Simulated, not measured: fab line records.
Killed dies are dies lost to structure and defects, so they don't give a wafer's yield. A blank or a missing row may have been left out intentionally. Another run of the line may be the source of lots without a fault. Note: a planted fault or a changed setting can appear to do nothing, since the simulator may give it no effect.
Chamber matching + flow nand-harc + 4 sister chambers for NHARC_A_M1_DESCUM_14 on rie-diel-08
The step chemistry O2, time 3 s. 4 wafers are shown with their chamber, then 8 later ones without.

== WAFERS PAIRED WITH THEIR CHAMBERS ==
| wafer  | chamber | showerhead-plenum-p-Torr (Torr) |
|--------|---------|---------------------------------|
| L091.1 | 0       | 1.95                            |
| L091.6 | 3       | 2.04                            |
| L090.4 | 2       | 1.78                            |
| L093.2 | 1       | 1.88                            |

== WAFERS MISSING THEIR CHAMBER ==
| wafer  | showerhead-plenum-p-Torr (Torr) |
|--------|---------------------------------|
| L093.4 | 1.78                            |
| L093.6 | 1.88                            |
| L093.1 | 2.04                            |
| L093.3 | 1.95                            |
| L093.5 | 1.78                            |
| L097.1 | 1.95                            |
| L097.2 | 2.04                            |
| L097.5 | 1.87                            |

== WHICH CHAMBER EACH WENT THROUGH ==
| wafer  | from the rows above | in truth |
|--------|---------------------|----------|
| L093.4 | 2                   | 2        |
| L093.6 | 1                   | 1        |
| L093.1 | 3                   | 3        |
| L093.3 | 0                   | 0        |
| L093.5 | 2                   | 2        |
| L097.1 | 0                   | 0        |
| L097.2 | 3                   | 3        |
| L097.5 | 1                   | 1        |
Placed correctly: 8 of 8. Left unplaced by these rows: 0. Placed wrongly: 0.
How it was worked out, from the rows above alone: a wafer's distance from a chamber is the root of the sum, over the readings, of the square of ((its reading less the chamber's mean) divided by the reading's scatter). The wafer belongs to the nearest chamber; if the next one is less than 2 further off, it can't be placed. The mean given for a chamber averages the wafers shown for that chamber. The scatter: root of mean squared gap, hidden wafer to nearest shown wafer, with one shown wafer a chamber.
